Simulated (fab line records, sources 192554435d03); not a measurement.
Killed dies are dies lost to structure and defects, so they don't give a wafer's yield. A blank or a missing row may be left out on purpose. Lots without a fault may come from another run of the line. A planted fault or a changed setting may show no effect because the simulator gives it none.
Split-lot experiment | flow n5_finfet | 7 lots, 21 wafers read, on a route of 1938 steps

THE SPLIT
At N5_GATE_CUT_EXPOSE_10 (exposes mask GATE CUT, target cd 20 nm), the setting dose_mj was moved away from the recipe's 43.25 on 8 of the 21 wafers read, by -7.4% to +4.2%. The other wafers ran this setting at the recipe's value.

FROM THE SPLIT TO THE READING: what the file shows between them, 2 steps
- N5_GATE_CUT_PEB_11: peb time 60 s
- N5_GATE_CUT_DEVELOP_12: develop time 30 s

THE READING
cd_nm, in nm, at N5_GATE_CUT_CD_MEAS_13 (target cd 20 nm). Fault-free wafers of this fab line usually give 19.9 nm, standard deviation 0.32 nm.

wafer  | tool, chamber at the split | dose_mj as run | against the recipe | cd_nm, nm | against lot-mates on the recipe
L078.1 | euv_scanner-02, 0          | 43.25          | recipe             | 20.3      | -
L078.5 | euv_scanner-02, 0          | 43.25          | recipe             | 19.7      | -
L078.6 | euv_scanner-02, 0          | 43.25          | recipe             | 20.3      | -
L084.4 | euv_scanner-01, 0          | 43.25          | recipe             | 19.4      | -
L084.5 | euv_scanner-01, 0          | 43.25          | recipe             | 19.7      | -
L084.6 | euv_scanner-01, 0          | 45.06          | +4.2%              | 20.8      | +1.3
L085.4 | euv_scanner-01, 0          | 41.08          | -5.0%              | 19.0      | -1.6
L085.5 | euv_scanner-01, 0          | 43.25          | recipe             | 20.7      | -
L085.6 | euv_scanner-01, 0          | 43.25          | recipe             | 20.6      | -
L087.3 | euv_scanner-02, 0          | 43.25          | recipe             | 20.2      | -
L087.5 | euv_scanner-02, 0          | 40.91          | -5.4%              | 18.8      | -1.4
L087.6 | euv_scanner-02, 0          | 40.91          | -5.4%              | 18.9      | -1.3
L089.1 | euv_scanner-02, 0          | 43.25          | recipe             | 19.7      | -
L089.2 | euv_scanner-02, 0          | 44.09          | +1.9%              | 20.0      | +0.3
L089.4 | euv_scanner-02, 0          | 44.09          | +1.9%              | 20.1      | +0.4
L094.1 | euv_scanner-01, 0          | 43.25          | recipe             | 20.1      | -
L094.4 | euv_scanner-01, 0          | 43.25          | recipe             | 20.2      | -
L094.5 | euv_scanner-01, 0          | 43.25          | recipe             | 20.2      | -
L097.1 | euv_scanner-02, 0          | 40.04          | -7.4%              | 18.7      | -1.5
L097.2 | euv_scanner-02, 0          | 40.04          | -7.4%              | 18.6      | -1.6
L097.6 | euv_scanner-02, 0          | 43.25          | recipe             | 20.2      | -

THE FIT
A straight line over all 21 wafers: cd_nm changes by +0.19 nm for each +1% of dose_mj; r = +0.88; the points scatter about the line by 0.33 nm.
The same after taking each lot's own level away (the mean of its wafers on the recipe; 21 wafers): +0.239 nm for each +1%; r = +0.97; scatter 0.19 nm.
On that fit, the largest move of dose_mj shifts the reading by 1.8 nm.
The lots' own levels span 19.55 to 20.65 nm, that is 3.4 times the standard deviation above.
So the lot-to-lot level changes the slope: the two fits differ.
Check: with one of the wafers moved furthest among these (-7.4%) left out of the fit, the line predicts -1.88 nm for it against its lot-mates. It came out at -1.5 nm against them.

THE WHOLE CHAIN: every reading that the file lists as answering this split, in the file's order
step                   | what it does                                                | reading                                                         | change (the file's fit)               | r (the file's)
N5_GATE_CUT_CD_MEAS_13 | target cd 20 nm                                             | cd_nm                                                           | +0.246 nm for each +1% of the setting | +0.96
N5_GATE_CUT_DESCUM_18  | chemistry O2, time 7 s                                      | GATE_CUT.cd_nm (the simulator's own value, which no gauge read) | +0.217 nm for each +1% of the setting | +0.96
N5_GATE_CUT_ETCH_28    | etches underlayer in N2/H2, target depth 13 nm, time 10.4 s | GATE_CUT.cd_nm (the simulator's own value, which no gauge read) | +0.199 nm for each +1% of the setting | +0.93
N5_GATE_CUT_ETCH_36    | etches SiARC in CF4, target depth 13 nm, time 21.7 s        | GATE_CUT.cd_nm (the simulator's own value, which no gauge read) | +0.207 nm for each +1% of the setting | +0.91

THE FILE'S OWN FIT
cd_nm changes by +0.246 nm for each +1% of dose_mj, r = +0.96.
